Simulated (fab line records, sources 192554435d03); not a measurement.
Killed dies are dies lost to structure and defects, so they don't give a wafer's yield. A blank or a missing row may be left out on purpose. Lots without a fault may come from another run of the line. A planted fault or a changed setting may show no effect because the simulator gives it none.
Which tool did it? | flow n5_finfet | 10 lots, 30 wafers sampled, at 5 steps of a route of 1938

WHAT THE GAUGES READ, wafer by wafer
N5_BEOL_M2_INSPECT_59: inspects for defects (darkfield). Usual: raw_defect_count 74, standard deviation 21.
lot  | measured     | on                | raw_defect_count | flag
L806 | day 7 05:35  | defect_inspect-02 | 75 80 117        |
L809 | day 8 05:28  | defect_inspect-02 | 47 51 49         |
L808 | day 8 08:11  | defect_inspect-02 | 58 106 102       |
L810 | day 9 02:53  | defect_inspect-01 | 70 95 62         |
L815 | day 11 00:07 | defect_inspect-01 | 92 56 71         |
L820 | day 12 02:26 | defect_inspect-02 | 41 64 100        |
L825 | day 12 04:38 | defect_inspect-02 | 67 63 61         |
L824 | day 12 20:32 | defect_inspect-01 | 74 67 57         |
L826 | day 13 04:23 | defect_inspect-02 | 67 73 63         |
L827 | day 13 04:40 | defect_inspect-02 | 58 64 37         |

N5_BEOL_M4_RC_MEAS_101. Usual: DIBL_N 36.6 mV/V, standard deviation 1.1; DIBL_P 36.7 mV/V, standard deviation 1.5; IOFF_N 0.155 nA/um, standard deviation 0.019; IOFF_P 0.208 nA/um, standard deviation 0.025; ION_N 673 uA/um, standard deviation 8.5; ION_P 462 uA/um, standard deviation 5.9; SS_N 71.6 mV/dec, standard deviation 0.58; SS_P 73.5 mV/dec, standard deviation 0.51; VT_N 250.7 mV, standard deviation 2.4; VT_P -251 mV, standard deviation 3.
lot  | measured     | on        | DIBL_N (mV/V)  | DIBL_P (mV/V)  | IOFF_N (nA/um)    | IOFF_P (nA/um)    | ION_N (uA/um) | ION_P (uA/um) | SS_N (mV/dec)  | SS_P (mV/dec)  | VT_N (mV)         | VT_P (mV)      | flag
L806 | day 10 17:33 | prober-02 | 36.8 37.3 36.5 | 35.9 36.5 35.9 | 0.146 0.154 0.142 | 0.228 0.235 0.226 | 660 669 662   | 468 467 464   | 71.4 71.2 71.4 | 73.2 73.5 74.0 | 254.4 251.4 251.8 | -246 -244 -246 |
L809 | day 11 04:32 | prober-02 | 35.4 36.8 36.9 | 35.1 36.9 37.4 | 0.154 0.183 0.185 | 0.207 0.242 0.248 | 667 678 683   | 461 467 468   | 71.7 72.5 72.2 | 73.3 73.5 73.1 | 249.7 247.9 245.7 | -248 -247 -248 |
L808 | day 10 22:09 | prober-02 | 34.9 36.0 35.5 | 32.8 34.5 34.1 | 0.140 0.161 0.154 | 0.178 0.202 0.193 | 673 675 670   | 464 466 457   | 71.2 71.0 70.9 | 72.9 72.9 73.0 | 250.1 248.8 249.8 | -251 -252 -251 |
L810 | day 11 12:46 | prober-01 | 37.5 34.9 37.0 | 37.8 34.6 36.5 | 0.163 0.125 0.152 | 0.208 0.157 0.190 | 669 662 674   | 462 453 462   | 71.1 70.4 70.5 | 73.7 73.3 73.4 | 251.8 253.7 250.9 | -253 -252 -251 |
L815 | day 11 18:16 | prober-01 | 36.0 36.3 35.6 | 37.5 38.4 37.4 | 0.148 0.157 0.148 | 0.199 0.213 0.197 | 669 664 672   | 454 455 457   | 71.9 72.2 71.7 | 73.9 74.1 73.5 | 252.7 249.3 252.7 | -250 -252 -253 |
L820 | day 14 04:57 | prober-02 | 36.3 36.7 37.9 | 35.8 36.4 38.5 | 0.140 0.144 0.168 | 0.223 0.235 0.263 | 671 676 668   | 470 472 471   | 71.6 71.4 72.0 | 73.5 74.7 74.8 | 249.9 253.7 250.2 | -248 -247 -246 |
L825 | day 14 08:22 | prober-01 | 37.6 35.8 37.0 | 37.0 35.7 36.6 | 0.159 0.132 0.149 | 0.202 0.175 0.185 | 665 674 665   | 456 458 455   | 71.7 71.4 71.3 | 73.6 73.3 73.8 | 250.7 252.7 250.0 | -251 -255 -254 |
L824 | day 14 13:06 | prober-02 | 36.6 37.0 36.6 | 36.4 36.2 36.0 | 0.154 0.161 0.151 | 0.181 0.184 0.178 | 683 682 686   | 459 463 460   | 71.6 71.1 72.5 | 74.2 73.7 73.2 | 249.8 249.2 250.2 | -256 -253 -253 |
L826 | day 15 11:37 | prober-01 | 36.1 37.0 35.9 | 37.2 37.9 37.1 | 0.149 0.164 0.144 | 0.219 0.234 0.219 | 661 681 662   | 463 468 458   | 71.4 71.4 71.4 | 73.3 73.8 73.0 | 254.1 250.1 251.0 | -247 -246 -247 |
L827 | day 16 02:40 | prober-01 | 36.5 37.8 35.7 | 36.6 37.9 35.1 | 0.150 0.170 0.131 | 0.218 0.245 0.200 | 675 677 675   | 464 469 471   | 71.7 71.5 71.2 | 73.4 74.2 73.5 | 251.7 252.2 253.5 | -249 -247 -248 |

WHICH TOOL RAN EACH LOT (tool, then ch and the chambers of the sampled wafers, then the start)
lot  | N5_BEOL_M2_ANNEAL_95         | N5_BEOL_M2_SPUTTER_96        | N5_BEOL_M3_PECVD_72
L806 | pvd_sputter-02, day 7 04:23  | pvd_sputter-02, day 7 04:31  | pecvd-01 ch 0,2, day 7 05:44
L809 | pvd_sputter-02, day 8 04:16  | pvd_sputter-02, day 8 04:24  | pecvd-01 ch 0,2, day 8 05:37
L808 | pvd_sputter-01, day 8 06:59  | pvd_sputter-01, day 8 07:07  | pecvd-03 ch 0,1, day 8 08:20
L810 | pvd_sputter-02, day 9 01:40  | pvd_sputter-02, day 9 01:48  | pecvd-03 ch 1,2, day 9 03:02
L815 | pvd_sputter-03, day 10 22:54 | pvd_sputter-03, day 10 23:02 | pecvd-03 ch 1,2, day 11 00:16
L820 | pvd_sputter-03, day 11 21:31 | pvd_sputter-03, day 11 21:40 | pecvd-03 ch 0,1, day 12 02:35
L825 | pvd_sputter-03, day 12 03:08 | pvd_sputter-03, day 12 03:17 | pecvd-01 ch 0,2, day 12 04:47
L824 | pvd_sputter-03, day 12 19:18 | pvd_sputter-03, day 12 19:26 | pecvd-03 ch 0,2, day 12 20:41
L826 | pvd_sputter-03, day 13 03:10 | pvd_sputter-03, day 13 03:19 | pecvd-01 ch 0,2, day 13 04:31
L827 | pvd_sputter-02, day 13 03:27 | pvd_sputter-02, day 13 03:35 | pecvd-01 ch 1,2, day 13 04:48
- N5_BEOL_M2_ANNEAL_95: time 240 s.
- N5_BEOL_M2_SPUTTER_96: material Cu, target thk 4.5 nm, time 8.29 s.
- N5_BEOL_M3_PECVD_72: deposits SiO2 from TEOS/O2, target thk 16 nm, time 18 s.

WHAT THE TOOLS THEMSELVES READ (means of the sampled wafers that have a number; where no wafer has one, the mark that the record gives instead)
N5_BEOL_M2_ANNEAL_95. Usual: heater_power_w 816 W, standard deviation 110; susceptor_temp_C_max 401.0, standard deviation 0.41.
lot  | tool           | heater_power_w (W) | susceptor_temp_C_max | flag
L806 | pvd_sputter-02 | 820                | 401.1                |
L809 | pvd_sputter-02 | 819                | 401.1                |
L808 | pvd_sputter-01 | 791                | 400.8                |
L810 | pvd_sputter-02 | 834                | 401.0                |
L815 | pvd_sputter-03 | 798                | 401.2                |
L820 | pvd_sputter-03 | 928                | 400.9                |
L825 | pvd_sputter-03 | 921                | 400.8                |
L824 | pvd_sputter-03 | 963                | 401.2                |
L826 | pvd_sputter-03 | 907                | 400.9                |
L827 | pvd_sputter-02 | 705                | 401.3                |

N5_BEOL_M2_SPUTTER_96. Usual: throttle_valve_pct 30.4 %, standard deviation 0.82.
lot  | tool           | throttle_valve_pct (%) | flag
L806 | pvd_sputter-02 | 30.6                   |
L809 | pvd_sputter-02 | 30.7                   |
L808 | pvd_sputter-01 | 30.5                   |
L810 | pvd_sputter-02 | 29.8                   |
L815 | pvd_sputter-03 | 30.0                   |
L820 | pvd_sputter-03 | 30.1                   |
L825 | pvd_sputter-03 | 30.1                   |
L824 | pvd_sputter-03 | 30.1                   |
L826 | pvd_sputter-03 | 30.2                   |
L827 | pvd_sputter-02 | 31.1                   |

N5_BEOL_M3_PECVD_72. Usual: chamber_pressure_Torr 5.501 Torr, standard deviation 0.013; heater_power_w 665 W, standard deviation 93; showerhead_plenum_p_Torr 8.79 Torr, standard deviation 0.049; showerhead_vpp_V 1275 V, standard deviation 53; susceptor_temp_C 399.99 C, standard deviation 0.21; throttle_valve_pct 22.4 %, standard deviation 1.5.
lot  | tool     | chamber_pressure_Torr (Torr) | heater_power_w (W) | showerhead_plenum_p_Torr (Torr) | showerhead_vpp_V (V) | susceptor_temp_C (C) | throttle_valve_pct (%) | flag
L806 | pecvd-01 | 5.501                        | 645                | 8.79                            | 1324                 | 399.60               | 20.8                   |
L809 | pecvd-01 | 5.503                        | 589                | 8.80                            | 1329                 | 399.89               | 22.0                   |
L808 | pecvd-03 | 5.507                        | 725                | 8.81                            | 1270                 | 400.03               | 22.1                   |
L810 | pecvd-03 | 5.495                        | 605                | 8.87                            | 1298                 | 400.14               | 23.3                   |
L815 | pecvd-03 | 5.509                        | 653                | 8.87                            | 1296                 | 400.04               | 23.2                   |
L820 | pecvd-03 | 5.479                        | 752                | 8.83                            | 1310                 | 404.06               | 22.9                   | OFF
L825 | pecvd-01 | 5.499                        | 615                | 8.80                            | 1313                 | 399.95               | 21.0                   |
L824 | pecvd-03 | 5.503                        | 618                | 8.83                            | 1258                 | 404.11               | 22.5                   | OFF
L826 | pecvd-01 | 5.498                        | 599                | 8.79                            | 1316                 | 400.00               | 22.0                   |
L827 | pecvd-01 | 5.497                        | 675                | 8.75                            | 1221                 | 400.04               | 23.1                   |

THE ANSWER, worked out from the rows above alone
Rule: a lot is off if the mean of its wafers that have a number lies more than 3 standard deviations from the usual mean. A lot without any number at a reading at which 4 lots or more have one is off too. The other lots that the step has rows for count as sound. The gauges are gone through in route order, then the tools' own readings, and for those a lot's mean is taken as printed above. The first step at which some lot is off is used, and at that step the reading that is off furthest; a lot without a number counts as furthest.
Off: L820, L824, at N5_BEOL_M3_PECVD_72 (susceptor_temp_C).
A tool fits if, at that step or a process step before it, it ran every lot that is off, and no sound lot after the first of them. One fits: pecvd-03 at N5_BEOL_M3_PECVD_72. Its last sound lot is L815 (day 11 00:16), its first lot that is off L820 (day 12 02:35): a fault that began between those two fits.
The tool's own readings at N5_BEOL_M3_PECVD_72 bear it out: on the lots that are off they differ by more than 5 times the standard deviation of the sound lots' means. susceptor_temp_C reads 404.09 C there against 399.96 C on the sound lots.

WHAT THE SIMULATOR HAD PUT IN
Process parameter drift: pecvd-03, from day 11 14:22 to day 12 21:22, at N5_BEOL_M3_PECVD_72. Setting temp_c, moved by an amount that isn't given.
Lots struck among those shown: L820, L824. The rule above found the same.
